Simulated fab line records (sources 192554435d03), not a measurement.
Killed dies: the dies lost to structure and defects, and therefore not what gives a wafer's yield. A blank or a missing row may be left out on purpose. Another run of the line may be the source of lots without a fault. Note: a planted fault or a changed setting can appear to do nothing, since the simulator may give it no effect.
Split-lot trial + flow n5_finfet + 21 wafers read across 7 lots, on a route 1938 steps long

== THE SPLIT ==
At N5_BEOL_M11_ETCH_41 (etches SiCN in CH3F/O2, target depth 42.6 nm, time 86 s), the setting time_s was moved away from the recipe's 86 s on 7 of the 21 wafers read, by -17.5% to +9.2%. This setting was run at the recipe's value on the other wafers.

The split's own step is where the reading is taken.

== THE READING ==
etch.depth_nm (the simulator's own value, which no gauge read), in nm, at N5_BEOL_M11_ETCH_41 (etches SiCN in CH3F/O2, target depth 42.6 nm, time 86 s). The file does not state a usual value for it. Here, 14 wafers ran the recipe; their average is 32.61 nm with a standard deviation of 0.43 nm.

| wafer  | tool, chamber at the split | time_s as run, s | against the recipe | etch.depth_nm, nm | against lot-mates on the recipe |
|--------|----------------------------|------------------|--------------------|-------------------|---------------------------------|
| L080.2 | rie_diel-06, 3             | 70.92            | -17.5%             | 26.97             | -5.89                           |
| L080.3 | rie_diel-06, 2             | 86               | recipe             | 32.86             | -                               |
| L080.6 | rie_diel-06, 2             | 70.92            | -17.5%             | 26.69             | -6.17                           |
| L084.1 | rie_diel-02, 1             | 86               | recipe             | 33.42             | -                               |
| L084.2 | rie_diel-02, 3             | 86               | recipe             | 32.18             | -                               |
| L084.4 | rie_diel-02, 2             | 86               | recipe             | 32.89             | -                               |
| L083.4 | rie_diel-01, 3             | 93.91            | +9.2%              | 34.56             | +1.48                           |
| L083.5 | rie_diel-01, 2             | 93.91            | +9.2%              | 36.63             | +3.55                           |
| L083.6 | rie_diel-01, 1             | 86               | recipe             | 33.08             | -                               |
| L085.1 | rie_diel-01, 1             | 86               | recipe             | 33.07             | -                               |
| L085.3 | rie_diel-01, 0             | 75.24            | -12.5%             | 28.39             | -4.20                           |
| L085.4 | rie_diel-01, 3             | 86               | recipe             | 32.12             | -                               |
| L086.1 | rie_diel-01, 2             | 74.89            | -12.9%             | 28.35             | -4.19                           |
| L086.2 | rie_diel-01, 1             | 86               | recipe             | 32.18             | -                               |
| L086.5 | rie_diel-01, 2             | 86               | recipe             | 32.9              | -                               |
| L088.3 | rie_diel-01, 3             | 93.47            | +8.7%              | 34.55             | +2.14                           |
| L088.4 | rie_diel-01, 0             | 86               | recipe             | 32.03             | -                               |
| L088.6 | rie_diel-01, 2             | 86               | recipe             | 32.79             | -                               |
| L092.2 | rie_diel-06, 2             | 86               | recipe             | 32.41             | -                               |
| L092.3 | rie_diel-06, 3             | 86               | recipe             | 32.47             | -                               |
| L092.5 | rie_diel-06, 1             | 86               | recipe             | 32.18             | -                               |

FIT RESULTS
A straight line over all 21 wafers: etch.depth_nm changes by +0.321 nm for each +1% of time_s; r = +0.98; the points scatter about the line by 0.54 nm.
The same after taking each lot's own level away (the mean of its wafers on the recipe; 21 wafers): +0.32 nm for each +1%; r = +0.98; scatter 0.51 nm.
According to that fit, moving time_s by its largest amount changes the reading by 5.6 nm.
The lots' own levels span 32.353 to 33.080 nm, that is 1.7 times the standard deviation above.
The two slopes agree, so the slope changes little with the lot-to-lot level.
Check: -5.68 nm against its lot-mates is what the line predicts for one of the wafers moved furthest among these (-17.5%) when that wafer is left out of the fit. It came out at -5.89 nm against them.

== ADDITIONAL SPLITS CARRIED BY THESE WAFERS ==
These wafers also went through other splits before the reading. Each is held against what the fit with the lots' levels taken away leaves over:
| other split on the same wafers | wafers away from the commonest value | r with etch.depth_nm (lot level and that fit taken away) |
|--------------------------------|--------------------------------------|----------------------------------------------------------|
| N5_BEOL_M6_EXPOSE_08 dose_mj   | 8                                    | -0.08                                                    |
| N5_BEOL_M7_COAT_71 spin_rpm    | 12                                   | +0.07                                                    |
| N5_BEOL_M7_DESCUM_33 time_s    | 9                                    | -0.18                                                    |
| N5_BEOL_M9_ETCH_62 time_s      | 5                                    | -0.01                                                    |
| N5_BEOL_M9_COAT_64 spin_rpm    | 5                                    | +0.02                                                    |
| N5_BEOL_M11_ETCH_66 time_s     | 7                                    | -0.05                                                    |

== THE FILE'S OWN FIT ==
etch.depth_nm changes by +0.322 nm for each +1% of time_s, r = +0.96.
